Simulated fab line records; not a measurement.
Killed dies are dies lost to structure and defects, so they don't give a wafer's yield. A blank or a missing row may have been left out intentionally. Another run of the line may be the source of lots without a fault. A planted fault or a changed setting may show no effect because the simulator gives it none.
Comparing a struck lot with a sound one | flow nand-harc | 20 out of 1302 route steps
Sound: wafers L438.3, L438.5, L438.6. Wafers struck: L446.1, L446.2, L446.5. The cause comes at the end.
Order at every step that has rows: each side's tool, ch and its chambers, its first start. Under that, the readings that differ: sound wafers | struck wafers | difference of the means | sigmas: that difference in standard deviations of wafers without a fault.
alike: words and numbers the same on both sides, and readings whose means are apart by under 2 such deviations; not compared: readings that were withheld, readings missing a value for some wafer, numbers with overlapping values and no deviation given by the record, and bounds like >300 which may hide the same value.
Wherever a step has rows on one side only, a row that says differs or no value, or a row with sigmas, the two part there. Non-overlapping numbers with no deviation appear without sigmas and do not part them. Lack of a reading on every wafer of one side parts them only where that side has two or more wafers.

NHARC_P_GATE_CD_MEAS_59: the cd target is 720 nm.
  sound on cd-sem-01 ch 0, day 6 06:18; struck on cd-sem-03 ch 0, day 9 18:34
  reading    | sound             | struck            | difference | sigmas
  cd-nm (nm) | 723.1 720.6 723.3 | 718.5 720.8 718.8 | -3.0       | -2
then, 1 step without rows for these wafers: NHARC_P_GATE_HARDBAKE_60 (time 80 s).
NHARC_P_GATE_DESCUM_61: chemistry O2, time 3 s.
  sound on rie-diel-01 ch 0,1, day 6 06:28; struck on rie-diel-05 ch 1,2,3, day 9 18:44
  alike: drypump-motor-current-A, mfc-ar-sccm, oes-product-au, rf-vpp-V, showerhead-plenum-p-Torr, throttle-valve-pct
  not compared: rf-hours-counter-h
next, for these wafers, 1 step has no rows: NHARC_P_GATE_IMPLANT_62.
NHARC_P_GATE_STRIP_112: strips in N2/H2, time 200 s.
  sound on plasma-asher-02 ch 0,1, day 6 06:55; struck on plasma-asher-01 ch 0,1, day 9 19:05
  alike: drypump-motor-current-A, heater-power-w
  not compared: rf-hours-counter-h
NHARC_P_GATE_STRIP_76: strips in O2.
  sound on plasma-asher-02 ch 0,1, day 6 07:07; struck on plasma-asher-01 ch 0,1, day 9 19:21
  alike: drypump-motor-current-A, heater-power-w
  not compared: rf-hours-counter-h
then, 6 steps without rows for these wafers: NHARC_P_GATE_STRIP_63 (strips in SPM, time 900 s); NHARC_P_GATE_DEHYDRATE_83 (time 120 s); NHARC_P_GATE_HMDS_84 (time 30 s); NHARC_P_GATE_COAT_85; NHARC_P_GATE_SOFTBAKE_86 (time 95 s); NHARC_P_GATE_EBR_87.
NHARC_P_GATE_EXPOSE_88: exposes mask P HVN, target cd 2000 nm.
  sound on krf-scanner-03 ch 0, day 6 07:52; struck on krf-scanner-03 ch 0, day 9 19:59
  reading | sound                   | struck                           | difference | sigmas
  mask    | P_HVN#0 P_HVN#0 P_HVN#0 | P_HVN_R1#0 P_HVN_R1#0 P_HVN_R1#0 | differs    |
  alike: focus-offset-nm, stage-vel-mm-s
then, 2 steps without rows for these wafers: NHARC_P_GATE_PEB_89 (peb time 85 s); NHARC_P_GATE_DEVELOP_90 (time 70 s).
NHARC_P_GATE_CD_MEAS_91: the cd target is 2000 nm.
  sound on cd-sem-01 ch 0, day 6 08:01; struck on cd-sem-01 ch 0, day 9 20:08
  reading    | sound                | struck               | difference | sigmas
  cd-nm (nm) | 1999.6 1998.9 2000.6 | 2053.6 2056.5 2056.3 | +55.8      | +37
then, 1 step without rows for these wafers: NHARC_P_GATE_HARDBAKE_92 (time 80 s).
NHARC_P_GATE_DESCUM_93: chemistry O2, time 3 s.
  sound on rie-diel-05 ch 0,1, day 6 08:10; struck on rie-diel-05 ch 0,1, day 9 20:19
  reading                 | sound          | struck         | difference | sigmas
  model.P_GATE.cd-nm (nm) | 1999 1999 2000 | 2054 2056 2056 | +56        |
  alike: drypump-motor-current-A, mfc-ar-sccm, oes-product-au, rf-vpp-V, showerhead-plenum-p-Torr, throttle-valve-pct
  not compared: rf-hours-counter-h
next, for these wafers, 1 step has no rows: NHARC_P_GATE_IMPLANT_94.
-- jump in the record: it breaks off in module P_GATE and resumes in module END (first step shown: number 1302 of the route), and 19 days separate the struck wafers' starts before and after --
NHARC_END_SORT_01:
  at this point the record logs the struck wafers (prober-01 ch 0, day 29 00:11) and has no rows for the sound ones

WHERE THEY PART
Earliest at NHARC_P_GATE_CD_MEAS_59; latest, in this record, at NHARC_END_SORT_01.

WHY: whatever the simulator had introduced
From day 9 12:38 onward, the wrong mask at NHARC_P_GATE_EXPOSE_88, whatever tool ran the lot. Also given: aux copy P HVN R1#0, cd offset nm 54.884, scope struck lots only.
